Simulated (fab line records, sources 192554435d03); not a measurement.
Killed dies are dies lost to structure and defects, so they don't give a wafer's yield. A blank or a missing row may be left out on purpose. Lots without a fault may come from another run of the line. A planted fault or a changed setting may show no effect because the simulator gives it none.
Chamber matching | flow n5_finfet | N5_GATE_CUT_ETCH_58 on rie_diel-01: 4 sister chambers
The step etches SiNx in CH3F/O2, target depth 17 nm, time 128.6 s. 14 wafers are shown with their chamber, then 7 later ones without.

WAFERS WITH THEIR CHAMBER
wafer  | chamber | showerhead_plenum_p_Torr (Torr) | throttle_valve_pct (%) | oes_product_au (a.u.)
L078.4 | 1       | 1.90                            | 16.57                  | 0.73
L078.5 | 1       | 1.90                            | 16.57                  | 0.73
L078.6 | 0       | 1.98                            | 16.69                  | 0.69
L080.3 | 3       | 2.04                            | 16.03                  | 0.97
L080.4 | 1       | 1.90                            | 16.58                  | 0.73
L080.5 | 2       | 2.03                            | 16.45                  | 0.84
L082.1 | 1       | 1.90                            | 16.58                  | 0.71
L082.3 | 3       | 2.04                            | 16.07                  | 0.95
L082.6 | 3       | 2.04                            | 16.06                  | 0.95
L089.1 | 2       | 2.03                            | 16.47                  | 0.82
L089.2 | 3       | 2.04                            | 16.08                  | 0.92
L089.3 | 1       | 1.89                            | 16.62                  | 0.71
L092.1 | 2       | 2.02                            | 16.48                  | 0.82
L092.2 | 1       | 1.89                            | 16.61                  | 0.71

SIGNATURES (means of the wafers above)
reading                  | chamber 0 | chamber 1 | chamber 2 | chamber 3 | scatter within a chamber
showerhead_plenum_p_Torr | 1.9800    | 1.8967    | 2.0267    | 2.0400    | 0.00447
throttle_valve_pct       | 16.6900   | 16.5883   | 16.4667   | 16.0600   | 0.0204
oes_product_au           | 0.6900    | 0.7200    | 0.8267    | 0.9475    | 0.0146
Rule: a wafer's distance from a chamber is the root of the sum, over the readings, of the square of ((its reading less the chamber's mean) divided by the reading's scatter). The wafer belongs to the nearest chamber; if the next one is less than 2 further off, it can't be placed. The scatter: the root of (the sum of the squares of (reading less its chamber's mean) over the shown wafers, divided by (wafers less chambers)).

WAFERS WITHOUT THEIR CHAMBER
wafer  | showerhead_plenum_p_Torr (Torr) | throttle_valve_pct (%) | oes_product_au (a.u.)
L092.5 | 2.04                            | 16.09                  | 0.91
L093.1 | 2.02                            | 16.49                  | 0.81
L093.4 | 2.04                            | 16.11                  | 0.90
L093.5 | 1.89                            | 16.63                  | 0.70
L096.3 | 1.97                            | 16.25                  | 0.91
L096.4 | 1.89                            | 16.65                  | 0.70
L096.6 | 2.03                            | 16.11                  | 0.89

WHICH CHAMBER EACH WENT THROUGH
wafer  | from the rows above     | in truth
L092.5 | 3                       | 3
L093.1 | 2                       | 2
L093.4 | 3                       | 3
L093.5 | 1                       | 1
L096.3 | can't be placed: 2 or 3 | 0
L096.4 | 1                       | 1
L096.6 | 3                       | 3
Placed correctly: 6 of 7. Can't be placed from these rows: 1 (the true chamber is among the candidates in 0). Placed wrongly: 0.
